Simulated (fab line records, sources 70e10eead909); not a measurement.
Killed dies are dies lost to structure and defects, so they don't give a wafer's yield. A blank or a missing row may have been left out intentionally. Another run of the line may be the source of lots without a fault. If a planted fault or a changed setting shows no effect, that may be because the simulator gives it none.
The tool behind it: which one? | flow nand_harc | Sampling: 24 lots, 72 wafers, 6 of 1159 route steps

## WHAT THE GAUGES READ, wafer by wafer
NHARC_P_M2_CD_MEAS_09: target cd 170 nm.
lot  | measured     | on        | cd_nm (nm)
L074 | day 5 18:21  | cd_sem-01 | 169.8 169.1 171.1
L075 | day 6 13:50  | cd_sem-02 | 171.8 171.0 171.3
L078 | day 7 03:35  | cd_sem-02 | 170.8 169.7 169.7
L076 | day 7 04:05  | cd_sem-01 | 171.7 171.0 170.0
L077 | day 7 04:19  | cd_sem-03 | 169.6 170.0 170.9
L080 | day 7 12:56  | cd_sem-02 | 169.0 170.2 170.1
L079 | day 7 14:03  | cd_sem-03 | 170.6 172.0 171.9
L082 | day 7 23:01  | cd_sem-03 | 169.9 169.9 168.7
L081 | day 8 02:11  | cd_sem-02 | 170.5 169.7 168.7
L085 | day 8 17:02  | cd_sem-02 | 170.2 170.4 169.0
L083 | day 8 17:40  | cd_sem-02 | 170.6 169.9 169.7
L084 | day 8 19:36  | cd_sem-03 | 168.0 170.7 169.3
L087 | day 9 05:01  | cd_sem-01 | 170.0 168.6 169.4
L086 | day 9 06:08  | cd_sem-02 | 169.3 169.0 169.2
L089 | day 9 16:29  | cd_sem-03 | 170.6 171.8 171.5
L088 | day 9 17:13  | cd_sem-03 | 171.3 170.0 170.7
L090 | day 10 12:15 | cd_sem-03 | 169.8 168.6 169.7
L091 | day 10 12:31 | cd_sem-03 | 170.4 169.4 169.7
L092 | day 10 18:29 | cd_sem-01 | 169.1 168.9 170.1
L093 | day 10 23:01 | cd_sem-01 | 170.7 171.3 171.1
L094 | day 11 04:49 | cd_sem-03 | 169.6 167.9 169.8
L096 | day 11 17:25 | cd_sem-01 | 169.0 168.2 168.7
L095 | day 11 18:55 | cd_sem-01 | 170.0 170.6 169.8
L097 | day 11 19:04 | cd_sem-03 | 169.3 170.3 169.8

## WHAT TOOL EACH LOT RAN ON (gives the tool, then ch and the chambers of the sampled wafers, and finally the start)
lot  | NHARC_P_GATE_STRIP_95                | NHARC_P_GATE_RTA_82              | NHARC_P_CONTACT_ALD_22              | NHARC_P_M0_ETCH_15                            | NHARC_P_M0_DEGAS_28
L074 | plasma_asher-02 ch 0,1, day 5 02:13  | rtp_anneal-01 ch 0, day 5 03:56  | ald_metal-02 ch 1,2,3, day 5 07:54  | rie_diel-11 ch 0,3, day 5 11:10 or earlier    | pvd_sputter-01, day 5 11:10
L075 | plasma_asher-02 ch 0,1, day 5 14:34  | rtp_anneal-02 ch 0, day 5 16:12  | ald_metal-02 ch 0,2,3, day 5 20:09  | rie_diel-07 ch 1,2,3, day 6 06:40 or earlier  | pvd_sputter-01, day 6 06:40
L078 | plasma_asher-02 ch 0,1, day 6 03:34  | rtp_anneal-01 ch 0, day 6 05:11  | ald_metal-04 ch 0,1, day 6 08:56    | rie_diel-04 ch 0,1,2, day 6 20:07 or earlier  | pvd_sputter-01, day 6 20:07
L076 | plasma_asher-01 ch 0,1, day 6 03:58  | rtp_anneal-02 ch 0, day 6 05:38  | ald_metal-01 ch 1,2,3, day 6 09:32  | rie_diel-07 ch 0,1,2, day 6 20:40 or earlier  | pvd_sputter-02, day 6 20:40
L077 | plasma_asher-02 ch 0,1, day 6 04:20  | rtp_anneal-01 ch 0, day 6 05:59  | ald_metal-02 ch 0,2,3, day 6 09:50  | rie_diel-11 ch 0,1,3, day 6 20:50 or earlier  | pvd_sputter-03, day 6 20:50
L080 | plasma_asher-02 ch 0, day 6 17:38    | rtp_anneal-01 ch 0, day 6 19:16  | ald_metal-04 ch 0,3, day 6 23:14    | rie_diel-11 ch 1,2, day 7 05:47 or earlier    | pvd_sputter-03, day 7 05:47
L079 | plasma_asher-02 ch 0,1, day 6 20:34  | rtp_anneal-02 ch 0, day 6 22:14  | ald_metal-02 ch 0,1,2, day 7 02:26  | rie_diel-07 ch 1,3, day 7 06:23 or earlier    | pvd_sputter-03, day 7 06:23
L082 | plasma_asher-02 ch 0,1, day 7 05:01  | rtp_anneal-01 ch 0, day 7 06:43  | ald_metal-04 ch 0,3, day 7 10:33    | rie_diel-04 ch 1,3, day 7 15:43 or earlier    | pvd_sputter-02, day 7 15:43
L081 | plasma_asher-02 ch 0,1, day 7 07:16  | rtp_anneal-02 ch 0, day 7 08:53  | ald_metal-01 ch 1,2,3, day 7 12:55  | rie_diel-04 ch 0,1,2, day 7 19:12 or earlier  | pvd_sputter-02, day 7 19:12
L085 | plasma_asher-01 ch 0,1, day 7 23:14  | rtp_anneal-02 ch 0, day 8 01:00  | ald_metal-04 ch 0,1,3, day 8 04:50  | rie_diel-11 ch 2,3, day 8 09:52 or earlier    | pvd_sputter-02, day 8 09:52
L083 | plasma_asher-02 ch 0,1, day 8 00:34  | rtp_anneal-01 ch 0, day 8 02:36  | ald_metal-01 ch 0,1, day 8 06:13    | rie_diel-07 ch 0,1, day 8 10:31 or earlier    | pvd_sputter-02, day 8 10:31
L084 | plasma_asher-02 ch 0,1, day 8 03:51  | rtp_anneal-02 ch 0, day 8 05:31  | ald_metal-04 ch 0,3, day 8 09:18    | rie_diel-11 ch 0,2, day 8 12:30 or earlier    | pvd_sputter-03, day 8 12:30
L087 | plasma_asher-01 ch 0,1, day 8 13:14  | rtp_anneal-01 ch 0, day 8 15:01  | ald_metal-04 ch 0,1,2, day 8 18:54  | rie_diel-07 ch 0,1,2, day 8 21:58 or earlier  | pvd_sputter-02, day 8 21:58
L086 | plasma_asher-02 ch 0,1, day 8 13:50  | rtp_anneal-01 ch 0, day 8 15:38  | ald_metal-01 ch 0,2, day 8 19:41    | rie_diel-07 ch 0,1,3, day 8 22:49 or earlier  | pvd_sputter-03, day 8 22:49
L089 | plasma_asher-01 ch 0,1, day 8 20:52  | rtp_anneal-01 ch 0, day 8 22:29  | ald_metal-01 ch 0,1,2, day 9 02:10  | rie_diel-07 ch 0,1,3, day 9 09:14 or earlier  | pvd_sputter-03, day 9 09:14
L088 | plasma_asher-01 ch 0,1, day 9 00:13  | rtp_anneal-01 ch 0, day 9 02:04  | ald_metal-01 ch 0,1,3, day 9 05:53  | rie_diel-04 ch 0,1,2, day 9 09:37 or earlier  | pvd_sputter-02, day 9 09:37
L090 | plasma_asher-01 ch 0,1, day 9 11:44  | rtp_anneal-02 ch 0, day 9 13:40  | ald_metal-02 ch 0,1,3, day 9 17:31  | rie_diel-11 ch 0,1,3, day 10 04:15 or earlier | pvd_sputter-01, day 10 04:15
L091 | plasma_asher-02 ch 0, day 9 12:15    | rtp_anneal-02 ch 0, day 9 13:54  | ald_metal-04 ch 0,2, day 9 18:23    | rie_diel-04 ch 0,1,3, day 10 04:26 or earlier | pvd_sputter-01, day 10 04:26
L092 | plasma_asher-02 ch 0,1, day 9 23:49  | rtp_anneal-02 ch 0, day 10 01:32 | ald_metal-01 ch 1,2, day 10 05:43   | rie_diel-07 ch 0,1,2, day 10 11:21 or earlier | pvd_sputter-01, day 10 11:21
L093 | plasma_asher-01 ch 0,1, day 10 03:45 | rtp_anneal-01 ch 0, day 10 06:29 | ald_metal-01 ch 1,2,3, day 10 10:19 | rie_diel-04 ch 0,2,3, day 10 15:42 or earlier | pvd_sputter-02, day 10 15:42
L094 | plasma_asher-02 ch 0,1, day 10 12:55 | rtp_anneal-02 ch 0, day 10 14:35 | ald_metal-01 ch 1,2,3, day 10 18:26 | rie_diel-11 ch 0,2,3, day 10 21:44 or earlier | pvd_sputter-02, day 10 21:44
L096 | plasma_asher-01 ch 0, day 10 18:56   | rtp_anneal-02 ch 0, day 10 20:35 | ald_metal-02 ch 1,3, day 11 00:33   | rie_diel-11 ch 0,2, day 11 10:25 or earlier   | pvd_sputter-01, day 11 10:25
L095 | plasma_asher-02 ch 0,1, day 10 20:19 | rtp_anneal-02 ch 0, day 10 22:00 | ald_metal-04 ch 0,3, day 11 01:46   | rie_diel-11 ch 0,1,3, day 11 11:41 or earlier | pvd_sputter-02, day 11 11:41
L097 | plasma_asher-02 ch 0, day 10 23:15   | rtp_anneal-01 ch 0, day 11 00:52 | ald_metal-01 ch 1,2,3, day 11 04:37 | rie_diel-07 ch 0,1,2, day 11 11:49 or earlier | pvd_sputter-03, day 11 11:49
- NHARC_P_GATE_STRIP_95: strips in O2.
- NHARC_P_GATE_RTA_82: time 30 s.
- NHARC_P_CONTACT_ALD_22: deposits TiN, target thk 3 nm, pulse time 1 s, ald cycles 150.
- NHARC_P_M0_ETCH_15: etches the open film in C4F8/Ar, target depth 150 nm, overetch 15 nm, time 82.5 s.
- NHARC_P_M0_DEGAS_28: time 60 s.

## AS READ BY THE TOOLS THEMSELVES (means over the sampled wafers that have a number; for cases with no such wafer, the mark the record gives instead)
NHARC_P_GATE_STRIP_95.
lot  | tool            | drypump_motor_current_A (A) | heater_power_w (W) | temp_c (C)
L074 | plasma_asher-02 | 5.5                         | 339                | 249.80
L075 | plasma_asher-02 | 5.1                         | 349                | 249.80
L078 | plasma_asher-02 | 5.1                         | 350                | 250.12
L076 | plasma_asher-01 | 5.5                         | 344                | 249.95
L077 | plasma_asher-02 | 5.4                         | 337                | 249.82
L080 | plasma_asher-02 | 4.8                         | 354                | 249.67
L079 | plasma_asher-02 | 5.4                         | 338                | 250.11
L082 | plasma_asher-02 | 5.5                         | 339                | 249.95
L081 | plasma_asher-02 | 5.1                         | 344                | 250.02
L085 | plasma_asher-01 | 5.4                         | 334                | 250.20
L083 | plasma_asher-02 | 5.4                         | 341                | 249.92
L084 | plasma_asher-02 | 5.4                         | 340                | 249.83
L087 | plasma_asher-01 | 5.5                         | 345                | 250.03
L086 | plasma_asher-02 | 5.5                         | 332                | 249.95
L089 | plasma_asher-01 | 5.5                         | 339                | 250.10
L088 | plasma_asher-01 | 5.5                         | 341                | 250.06
L090 | plasma_asher-01 | 5.5                         | 343                | 249.78
L091 | plasma_asher-02 | 4.8                         | 369                | 250.18
L092 | plasma_asher-02 | 5.1                         | 355                | 250.00
L093 | plasma_asher-01 | 5.4                         | 336                | 250.00
L094 | plasma_asher-02 | 5.1                         | 351                | 250.09
L096 | plasma_asher-01 | 5.7                         | 349                | 250.13
L095 | plasma_asher-02 | 5.1                         | 358                | 250.07
L097 | plasma_asher-02 | 4.8                         | 373                | 249.94

NHARC_P_GATE_RTA_82.
lot  | tool          | lamp_power_pct (%) | wafer_temp_C_max
L074 | rtp_anneal-01 | 5.0                | 452.4
L075 | rtp_anneal-02 | 3.3                | 451.4
L078 | rtp_anneal-01 | 5.0                | 452.8
L076 | rtp_anneal-02 | 3.3                | 451.9
L077 | rtp_anneal-01 | 5.0                | 452.9
L080 | rtp_anneal-01 | 5.0                | 452.2
L079 | rtp_anneal-02 | 3.3                | 451.9
L082 | rtp_anneal-01 | 5.0                | 452.9
L081 | rtp_anneal-02 | 3.3                | 451.7
L085 | rtp_anneal-02 | 3.3                | 451.6
L083 | rtp_anneal-01 | 5.0                | 452.4
L084 | rtp_anneal-02 | 3.3                | 452.0
L087 | rtp_anneal-01 | 5.0                | 452.2
L086 | rtp_anneal-01 | 5.0                | 452.5
L089 | rtp_anneal-01 | 5.0                | 452.5
L088 | rtp_anneal-01 | 5.0                | 452.4
L090 | rtp_anneal-02 | 3.3                | 452.2
L091 | rtp_anneal-02 | 3.3                | 451.8
L092 | rtp_anneal-02 | 3.3                | 451.9
L093 | rtp_anneal-01 | 5.0                | 452.3
L094 | rtp_anneal-02 | 3.3                | 452.0
L096 | rtp_anneal-02 | 3.3                | 451.4
L095 | rtp_anneal-02 | 3.3                | 451.6
L097 | rtp_anneal-01 | 5.0                | 452.1

NHARC_P_CONTACT_ALD_22.
lot  | tool         | heater_power_w (W) | precursor_pulse_height_rel
L074 | ald_metal-02 | 1201               | 1.012
L075 | ald_metal-02 | 1161               | 1.000
L078 | ald_metal-04 | 1016               | 0.997
L076 | ald_metal-01 | 1122               | 1.004
L077 | ald_metal-02 | 1168               | 0.996
L080 | ald_metal-04 | 1068               | 1.008
L079 | ald_metal-02 | 1098               | 0.976
L082 | ald_metal-04 | 1109               | 1.026
L081 | ald_metal-01 | 1087               | 1.010
L085 | ald_metal-04 | 1038               | 0.982
L083 | ald_metal-01 | 1162               | 0.996
L084 | ald_metal-04 | 1067               | 0.993
L087 | ald_metal-04 | 1018               | 1.004
L086 | ald_metal-01 | 1022               | 1.001
L089 | ald_metal-01 | 1077               | 1.014
L088 | ald_metal-01 | 1064               | 0.998
L090 | ald_metal-02 | 1149               | 0.990
L091 | ald_metal-04 | 1041               | 1.024
L092 | ald_metal-01 | 1186               | 1.014
L093 | ald_metal-01 | 1111               | 0.999
L094 | ald_metal-01 | 1124               | 1.014
L096 | ald_metal-02 | 1188               | 1.013
L095 | ald_metal-04 | 1045               | 0.978
L097 | ald_metal-01 | 1096               | 0.990

NHARC_P_M0_ETCH_15.
lot  | tool        | oes_product_au (a.u.) | rf_vpp_V (V)
L074 | rie_diel-11 | 0.969                 | 441.5
L075 | rie_diel-07 | 0.971                 | 443.9
L078 | rie_diel-04 | 0.966                 | 441.6
L076 | rie_diel-07 | 0.976                 | 442.5
L077 | rie_diel-11 | 0.964                 | 440.9
L080 | rie_diel-11 | 0.924                 | 441.7
L079 | rie_diel-07 | 0.952                 | 445.6
L082 | rie_diel-04 | 0.956                 | 439.8
L081 | rie_diel-04 | 0.963                 | 442.3
L085 | rie_diel-11 | 0.972                 | 442.1
L083 | rie_diel-07 | 0.966                 | 441.5
L084 | rie_diel-11 | 0.925                 | 441.3
L087 | rie_diel-07 | 0.940                 | 442.2
L086 | rie_diel-07 | 0.953                 | 443.0
L089 | rie_diel-07 | 0.934                 | 442.6
L088 | rie_diel-04 | 0.949                 | 442.7
L090 | rie_diel-11 | 0.970                 | 440.8
L091 | rie_diel-04 | 0.918                 | 440.9
L092 | rie_diel-07 | 0.934                 | 441.3
L093 | rie_diel-04 | 0.948                 | 439.3
L094 | rie_diel-11 | 0.964                 | 441.4
L096 | rie_diel-11 | 0.964                 | 441.1
L095 | rie_diel-11 | 0.973                 | 441.5
L097 | rie_diel-07 | 0.978                 | 442.7

NHARC_P_M0_DEGAS_28.
lot  | tool           | heater_power_w (W)
L074 | pvd_sputter-01 | 353
L075 | pvd_sputter-01 | 326
L078 | pvd_sputter-01 | 308
L076 | pvd_sputter-02 | 337
L077 | pvd_sputter-03 | 360
L080 | pvd_sputter-03 | 351
L079 | pvd_sputter-03 | 357
L082 | pvd_sputter-02 | 314
L081 | pvd_sputter-02 | 331
L085 | pvd_sputter-02 | 341
L083 | pvd_sputter-02 | 348
L084 | pvd_sputter-03 | 351
L087 | pvd_sputter-02 | 337
L086 | pvd_sputter-03 | 363
L089 | pvd_sputter-03 | 362
L088 | pvd_sputter-02 | 348
L090 | pvd_sputter-01 | 387
L091 | pvd_sputter-01 | 353
L092 | pvd_sputter-01 | 309
L093 | pvd_sputter-02 | 314
L094 | pvd_sputter-02 | 331
L096 | pvd_sputter-01 | 316
L095 | pvd_sputter-02 | 345
L097 | pvd_sputter-03 | 354

## THE ANSWER, worked out from the rows above alone
Rule: what is usual is taken from the lots themselves. Put in order of their means at a reading, lots are off if they are a third of the lots or fewer, leave a main group of 4 or more, and stand apart from it by a gap of 3 or more times the standard deviation of the main group's means; of several such gaps the widest counts. A main group is skipped when, at the precision printed for the reading in the tables above, its means are all equal. A lot without any number at a reading at which 4 lots or more have one is off too. Any other lot the step has rows for is counted as sound. First the gauges in route order, then the tools' own readings, where a lot's mean is used as printed above. The first step at which some lot is off is used, and at that step the reading that is off furthest; a lot without a number counts as furthest.
Nothing can be told from this: no lot is off at any reading shown.

## WHAT THE SIMULATOR HAD INSERTED
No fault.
